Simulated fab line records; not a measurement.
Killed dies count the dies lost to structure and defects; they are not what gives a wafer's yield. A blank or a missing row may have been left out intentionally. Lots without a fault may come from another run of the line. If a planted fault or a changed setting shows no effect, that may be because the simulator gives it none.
A lot that was struck, set against a sound lot -- flow nand_harc -- 28 steps out of a route of 1159
Sound: wafers L287.1, L287.2, L287.3. Struck: wafer L302.6 (left out: L302.3, L302.5 of the same lot, which were not struck); the cause appears at the end.
Per side, at each step with rows, come the tool, then ch with its chambers, and then its first start. Under that, the readings that differ: sound wafers -- struck wafers -- difference of the means -- sigmas: that difference in standard deviations of wafers without a fault.
alike: readings whose means differ by less than 2 such deviations, and words and numbers that are the same on both sides. not compared: withheld readings, readings that some wafer has no value for, bounds like >300 that may hide the same value, and numbers for which the record gives no deviation and whose values overlap.
A row with sigmas, a row that says differs or no value, or rows on one side alone: a step with any of these is where the two part. Numbers that don't overlap but have no deviation are shown without sigmas and don't part them. Lack of a reading on every wafer of one side parts them only where that side has two or more wafers.

NHARC_A_CONTACT_ETCH_132: etches the open film in C4F8/O2/Ar, time 156 s, target depth 958 nm.
  sound on har_cap_etch-01 ch 0,1, day 16 09:33; struck on har_cap_etch-03 ch 0, day 20 23:01
  not compared: rf_hours_counter_h
then, 1 step without rows for these wafers: NHARC_A_CONTACT_ETCH_133 (etches the open film in C4F8/O2/Ar, time 195 s, target depth 840 nm).
NHARC_A_CONTACT_ETCH_91: etches the open film in CH3F/O2, target depth 40 nm, time 85.7 s.
  sound on rie_diel-01 ch 0,1,2, day 16 10:16; struck on rie_diel-04 ch 0, day 20 23:40
  alike: ch3f_flow_sccm, drypump_motor_current_A, oes_product_au, rf_vpp_V, showerhead_plenum_p_Torr, throttle_valve_pct
  not compared: rf_hours_counter_h
then, 1 step without rows for these wafers: NHARC_A_CONTACT_ETCH_97 (etches the open film in C4F6/O2, target depth 20 nm, time 10 s).
NHARC_A_CONTACT_CD_MEAS_80:
  struck on cd_sem-01, day 20 23:53; sound on cd_sem-01, day 16 10:29
  alike: cd_nm
then, 3 steps without rows for these wafers: NHARC_A_CONTACT_STRIP_103 (strips in N2/H2); NHARC_A_CONTACT_STRIP_104 (strips in CF4/CHF3); NHARC_A_CONTACT_STRIP_105 (strips in O2/COS).
NHARC_A_CONTACT_ETCH_106: etches the open film in CF4/O2, target depth 60 nm, overetch 6 nm, time 33 s.
  sound on rie_diel-01 ch 1,2,3, day 16 10:46; struck on rie_diel-01 ch 1, day 21 00:11
  alike: drypump_motor_current_A, oes_product_au, rf_vpp_V, showerhead_plenum_p_Torr, throttle_valve_pct
  not compared: rf_hours_counter_h
then, 2 steps without rows for these wafers: NHARC_A_CONTACT_STRIP_82 (strips in O2); NHARC_A_CONTACT_STRIP_83 (strips in post etch residue remover, time 600 s).
NHARC_A_CONTACT_DEP_84: deposits aC, target thk 2000 nm.
  sound on acl_dep-03 ch 0, day 16 15:07; struck on acl_dep-03 ch 0, day 21 02:58
  alike: throttle_valve_pct
  not compared: susceptor_temp_C
NHARC_A_CONTACT_DEP_85: deposits SiON, target thk 50 nm.
  sound on pecvd-03 ch 0,1,2, day 16 16:23; struck on pecvd-02 ch 2, day 21 04:01
reading,sound,struck,difference,sigmas
heater_power_w (W),887 834 705,583,-226,-2
  alike: susceptor_temp_C
then, 10 steps without rows for these wafers: NHARC_A_CONTACT_DEHYDRATE_00 (time 120 s); NHARC_A_CONTACT_HMDS_01 (time 30 s); NHARC_A_CONTACT_COAT_86 (time 75 s); NHARC_A_CONTACT_COAT_87 (time 65 s); NHARC_A_CONTACT_COAT_02 (resist thk 90 nm); NHARC_A_CONTACT_SOFTBAKE_03 (time 55 s); NHARC_A_CONTACT_EBR_04; NHARC_A_CONTACT_EXPOSE_05 (exposes mask A CC); NHARC_A_CONTACT_PEB_06 (peb time 65 s); NHARC_A_CONTACT_DEVELOP_07 (develop time 35 s).
NHARC_A_CONTACT_CD_MEAS_08 targets a cd of 100 nm.
  sound on cd_sem-03 ch 0, day 16 17:06; struck on cd_sem-03 ch 0, day 21 04:35
  alike: cd_nm
NHARC_A_CONTACT_OVL_MEAS_09:
  struck on overlay-02, day 21 04:41; sound on overlay-01, day 16 17:11
  alike: overlay_x_nm, overlay_y_nm
NHARC_A_CONTACT_INSPECT_10:
  struck on defect_inspect-02, day 21 04:43; sound on defect_inspect-01, day 16 17:14
reading,sound,struck,difference,sigmas
raw_defect_count,26 23 34,845,+817,+51
NHARC_A_CONTACT_DESCUM_13: chemistry O2, time 3 s.
  sound on rie_diel-04 ch 0,1,3, day 16 17:17; struck on rie_diel-01 ch 0, day 21 04:46
  alike: drypump_motor_current_A, oes_product_au, rf_vpp_V, showerhead_plenum_p_Torr, throttle_valve_pct
  not compared: rf_hours_counter_h
-- break in the record here, with 3 days between the starts of the struck wafers on either side (left off in module A_CONTACT, picked up again in module END, where the first step shown is number 1159 on the route) --
NHARC_END_SORT_01:
  sound on prober-01 ch 0, day 19 13:03; struck on prober-01 ch 0, day 23 20:27
reading,sound,struck,difference,sigmas
killed_at_array,23 27 30,81,+54,+5
killed_dies,30 31 30,85,+55,+5
  alike: killed_at_other, killed_at_periphery, killed_open, killed_short

WHERE THEY PART
First at NHARC_A_CONTACT_DEP_85; last, within this record, at NHARC_END_SORT_01.

WHY: what the simulator had put in
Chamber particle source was pecvd-02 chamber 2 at NHARC_A_CONTACT_DEP_85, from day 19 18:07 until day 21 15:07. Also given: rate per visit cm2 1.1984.
